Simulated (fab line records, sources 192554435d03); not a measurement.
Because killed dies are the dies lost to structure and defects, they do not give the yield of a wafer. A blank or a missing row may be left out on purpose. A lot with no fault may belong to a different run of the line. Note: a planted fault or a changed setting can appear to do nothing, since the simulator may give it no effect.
Split-lot study ; flow n5_finfet ; route with 1938 steps; 7 lots, 21 wafers read

THE SPLIT ITSELF
At N5_FIN_SAQP_EXPOSE_13 (exposes mask FIN CORE, target cd 35.6 nm), the setting dose_mj was moved away from the recipe's 63.25 on 7 of the 21 wafers read, by -6.0% to +4.3%. This setting was run at the recipe's value on the other wafers.

FROM THE SPLIT TO THE READING: what the file shows between them, 2 steps
- N5_FIN_SAQP_PEB_14: peb time 60 s
- N5_FIN_SAQP_DEVELOP_15: develop time 30 s

THE READING
At N5_FIN_SAQP_CD_MEAS_16: cd_nm in nanometres, against a target cd of 35.6 nm. A value of 35.59 nm with a standard deviation of 0.25 nm is what fault-free wafers of this fab line usually give.

wafer;tool, chamber at the split;dose_mj as run;against the recipe;cd_nm, nm;against lot-mates on the recipe
L075.2;arfi_scanner-01, 0;63.25;recipe;35.78;-
L075.4;arfi_scanner-01, 0;59.89;-5.3%;37.11;+1.33
L075.5;arfi_scanner-01, 0;59.89;-5.3%;37.17;+1.39
L081.4;arfi_scanner-01, 0;63.25;recipe;35.83;-
L081.5;arfi_scanner-01, 0;63.25;recipe;35.74;-
L081.6;arfi_scanner-01, 0;60.66;-4.1%;36.99;+1.21
L082.2;arfi_scanner-03, 0;63.25;recipe;35.90;-
L082.3;arfi_scanner-03, 0;63.25;recipe;35.89;-
L082.6;arfi_scanner-03, 0;63.25;recipe;35.52;-
L085.1;arfi_scanner-01, 0;59.47;-6.0%;36.57;+1.50
L085.2;arfi_scanner-01, 0;63.25;recipe;35.09;-
L085.5;arfi_scanner-01, 0;63.25;recipe;35.05;-
L088.2;arfi_scanner-01, 0;63.25;recipe;35.33;-
L088.5;arfi_scanner-01, 0;63.25;recipe;35.37;-
L088.6;arfi_scanner-01, 0;64.66;+2.2%;35.10;-0.25
L093.2;arfi_scanner-01, 0;63.25;recipe;35.74;-
L093.4;arfi_scanner-01, 0;63.25;recipe;35.84;-
L093.6;arfi_scanner-01, 0;63.25;recipe;35.63;-
L095.1;arfi_scanner-01, 0;65.99;+4.3%;34.51;-0.90
L095.3;arfi_scanner-01, 0;65.99;+4.3%;34.07;-1.34
L095.4;arfi_scanner-01, 0;63.25;recipe;35.41;-

THE FIT
A straight line over all 21 wafers: cd_nm changes by -0.268 nm for each +1% of dose_mj; r = -0.93; the points scatter about the line by 0.3 nm.
The same after taking each lot's own level away (the mean of its wafers on the recipe; 21 wafers): -0.254 nm for each +1%; r = -0.98; scatter 0.13 nm.
According to that fit, moving dose_mj by its largest amount changes the reading by 1.5 nm.
Across the lots, their own levels run from 35.070 to 35.785 nm, a range of 2.9 times the standard deviation given above.
The two slopes are in agreement: the lot-to-lot level therefore moves the slope only a little.
Check: with one of the wafers moved furthest among these (-6.0%) left out of the fit, the line predicts +1.55 nm for it against its lot-mates. Against them it came out at +1.5 nm.

ADDITIONAL SPLITS CARRIED BY THESE WAFERS
Note: prior to the reading, these wafers also went through further splits. Each is held against what the fit with the lots' levels taken away leaves over:
other split on the same wafers;wafers away from the commonest value;r with cd_nm (lot level and that fit taken away)
N5_WELL_APT_COAT_02 spin_rpm;9;+0.06
N5_WELL_APT_PEB_06 peb_temp_c;4;-0.14
N5_WELL_APT_COAT_19 spin_rpm;8;+0.01
N5_WELL_APT_DEVELOP_24 develop_time_s;3;+0.05
N5_FIN_SAQP_HM_DEP_72 time_s;6;+0.06

FILE'S OWN FIT
cd_nm changes by -0.254 nm for each +1% of dose_mj, r = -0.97.
